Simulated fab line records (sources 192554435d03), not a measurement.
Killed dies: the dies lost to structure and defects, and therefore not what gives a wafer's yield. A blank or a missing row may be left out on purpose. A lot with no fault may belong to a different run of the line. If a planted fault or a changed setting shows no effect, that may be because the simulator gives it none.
Matching of chambers    flow n5Finfet    N5_BEOL_M0_SAQP_PECVD_96 on pecvd-02 has 3 sister chambers
The step deposits a-Si from SiH4/He, target thk 45 nm, time 45.2 s. 3 wafers are shown with their chamber, then 10 later ones without.

== EACH WAFER AND ITS CHAMBER ==
wafer   chamber  showerheadPlenumPTorr (Torr)
L090.6  0        5.73
L091.1  2        5.67
L091.4  1        5.73

== WAFERS WITH NO CHAMBER GIVEN ==
wafer   showerheadPlenumPTorr (Torr)
L091.5  5.67
L092.4  5.73
L092.5  5.74
L092.6  5.67
L097.1  5.66
L097.3  5.73
L097.5  5.65
L096.1  5.74
L096.5  5.72
L096.6  5.73

== CHAMBER TAKEN BY EACH ==
wafer   from the rows above      in truth
L091.5  2                        2
L092.4  can't be placed: 0 or 1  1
L092.5  can't be placed: 0 or 1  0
L092.6  2                        2
L097.1  2                        2
L097.3  can't be placed: 0 or 1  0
L097.5  2                        2
L096.1  can't be placed: 0 or 1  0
L096.5  can't be placed: 0 or 1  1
L096.6  can't be placed: 0 or 1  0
4 of 10 placed correctly. Can't be placed from these rows: 6 (the true chamber is among the candidates in 6). 0 placed wrongly.
How it was worked out, from the rows above alone: a wafer's distance from a chamber is the root of the sum, over the readings, of the square of ((its reading less the chamber's mean) divided by the reading's scatter). The wafer belongs to the nearest chamber; if the next one is less than 2 further off, it can't be placed. Each chamber's mean is taken over the wafers shown for it. The scatter: root of mean squared gap, hidden wafer to nearest shown wafer, with one shown wafer a chamber.
